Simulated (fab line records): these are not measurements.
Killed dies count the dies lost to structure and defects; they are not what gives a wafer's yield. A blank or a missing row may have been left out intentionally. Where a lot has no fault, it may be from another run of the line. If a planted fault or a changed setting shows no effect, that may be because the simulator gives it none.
Struck lot and sound lot, side by side / flow n5_finfet / 26 out of 1938 route steps
Sound: these wafers, L319.3, L319.4, L319.5. Wafers L324.1, L324.3, L324.6 were the ones struck. The cause is named last.
Each step with rows lists, per side, the tool, then ch with its chambers, then its first start. Under that, the readings that differ: sound wafers / struck wafers / difference of the means / sigmas: that difference in standard deviations of wafers without a fault.
alike: a reading whose means differ by less than 2 such deviations, as well as words and numbers matching on both sides. not compared: withheld readings; readings where some wafer has no value; bounds like >300 that might hide an equal value; numbers whose values overlap and for which the record gives no deviation.
The two part at a step that has a row with sigmas, a row that says differs or no value, or rows on one side only. Numbers that have no deviation but don't overlap get no sigmas and don't part them. A reading missing from all wafers of one side parts the sides only when that side holds two or more wafers.

N5_BEOL_M2_PRE_CLEAN_60: time 15 s.
  sound on cvd_co-02 ch 0,1,2, day 9 09:28; struck on cvd_co-01 ch 0,2, day 12 02:29
  alike: heater_power_w
then, 2 steps without rows for these wafers: N5_BEOL_M2_CO_CAP_55 (material Co, precursor CCTBA/H2, target thk 2 nm, time 102.1 s); N5_BEOL_M2_PRE_CLEAN_56 (time 15 s).
N5_BEOL_M2_DEP_57: deposits SiCN from 3MS/NH3, target thk 8 nm, time 14 s.
  sound on pecvd-03 ch 0,2, day 9 09:38; struck on pecvd-03 ch 0,1, day 12 02:40
  alike: showerhead_plenum_p_Torr, throttle_valve_pct
N5_BEOL_M2_RS_MEAS_58: measures by four-point-probe.
  struck on film_metro-01, day 12 02:45; sound on film_metro-02, day 9 09:42
  alike: M2_RS
N5_BEOL_M2_INSPECT_59: inspects for defects (darkfield).
  struck on defect_inspect-02, day 12 02:46; sound on defect_inspect-02, day 9 09:43
  alike: raw_defect_count
then, 1 step without rows for these wafers: N5_BEOL_M3_ILD_DEP_00 (deposits SiOC from DEMS/O2, target thk 79 nm, time 15.3 s).
N5_BEOL_M3_THK_MEAS_01:
  struck on film_metro-02, day 12 02:53; sound on film_metro-02, day 9 09:50
  alike: M3_ILD_THK
then, 1 step without rows for these wafers: N5_BEOL_M3_PECVD_72 (deposits SiO2 from TEOS/O2, target thk 16 nm, time 18 s).
N5_BEOL_M3_HM_DEP_02: deposits TiN, target thk 20 nm.
  struck on pvd_sputter-02, day 12 03:20; sound on pvd_sputter-02, day 9 10:10
  alike: throttle_valve_pct
then, 2 steps without rows for these wafers: N5_BEOL_M3_COAT_61 (time 60 s, resist thk 60 nm); N5_BEOL_M3_COAT_62 (time 60 s, resist thk 12 nm).
N5_BEOL_M3_COAT_73: time 60 s, resist thk 5 nm.
  sound on litho_track-03 ch 0, day 9 10:18; struck on litho_track-03 ch 0, day 12 03:28
reading=spin_speed_rpm (rpm); sound=1499.2 1500.8 1497.1; struck=1437.0 1438.1 1436.6; difference=-61.8; sigmas=-63
  alike: dispense_pressure_kPa
then, 6 steps without rows for these wafers: N5_BEOL_M3_COAT_05 (resist thk 30 nm); N5_BEOL_M3_EBR_07; N5_BEOL_M3_SOFTBAKE_06 (time 60 s); N5_BEOL_M3_EXPOSE_08 (exposes mask M3); N5_BEOL_M3_PEB_09 (peb time 60 s); N5_BEOL_M3_DEVELOP_10 (develop time 30 s).
N5_BEOL_M3_CD_MEAS_11: target cd 17.05 nm.
  sound on cd_sem-03 ch 0, day 9 10:34; struck on cd_sem-01 ch 0, day 12 03:52
  alike: cd_nm
N5_BEOL_M3_OVL_MEAS_12:
  sound on overlay-02 ch 0, day 9 10:36; struck on overlay-01 ch 0, day 12 03:53
  alike: M3_OVL
N5_BEOL_M3_INSPECT_13: inspects for defects (brightfield).
  struck on defect_inspect-02, day 12 03:56; sound on defect_inspect-02, day 9 10:39
  alike: raw_defect_count
N5_BEOL_M3_DESCUM_16: chemistry O2, time 7 s.
  sound on rie_diel-02 ch 0,2,3, day 9 10:41; struck on rie_diel-04 ch 0,2,3, day 12 03:59
  alike: drypump_motor_current_A, oes_product_au, rf_vpp_V, showerhead_plenum_p_Torr, throttle_valve_pct
  not compared: rf_hours_counter_h
N5_BEOL_M3_ETCH_74: etches underlayer in N2/H2, target depth 6.5 nm, time 5.2 s.
  sound on rie_diel-02 ch 0,2,3, day 9 10:44; struck on rie_diel-04 ch 0,2,3, day 12 04:01
reading=model.etch.depth_nm (nm); sound=4.984 4.989 4.995; struck=5.111 5.103 5.11; difference=+0.119; sigmas=
  alike: drypump_motor_current_A, etch_rf_on_time_s, oes_product_au, rf_vpp_V, showerhead_plenum_p_Torr, throttle_valve_pct
  not compared: rf_hours_counter_h
N5_BEOL_M3_ETCH_63: etches SiARC in CF4, target depth 15.6 nm, time 26 s.
  sound on rie_diel-02 ch 0,2,3, day 9 10:44; struck on rie_diel-04 ch 0,2,3, day 12 04:02
  alike: drypump_motor_current_A, etch_rf_on_time_s, oes_product_au, rf_vpp_V, showerhead_plenum_p_Torr, throttle_valve_pct
  not compared: rf_hours_counter_h
N5_BEOL_M4_RC_MEAS_101:
  sound on prober-01 ch 0, day 12 05:40; struck on prober-02 ch 0, day 13 12:13
  alike: DIBL_N, DIBL_P, IOFF_N, IOFF_P, ION_N, ION_P, SS_N, SS_P, VT_N, VT_P

== WHERE THEY PART ==
Only at N5_BEOL_M3_COAT_73, within this record. Later steps at which nothing parts them and some readings are alike: N5_BEOL_M3_CD_MEAS_11, N5_BEOL_M3_OVL_MEAS_12, N5_BEOL_M3_INSPECT_13, N5_BEOL_M3_DESCUM_16, N5_BEOL_M3_ETCH_74, N5_BEOL_M3_ETCH_63, N5_BEOL_M4_RC_MEAS_101.

WHY: the cause the simulator had injected
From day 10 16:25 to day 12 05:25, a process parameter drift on litho_track-03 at N5_BEOL_M3_COAT_73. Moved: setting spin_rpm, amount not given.
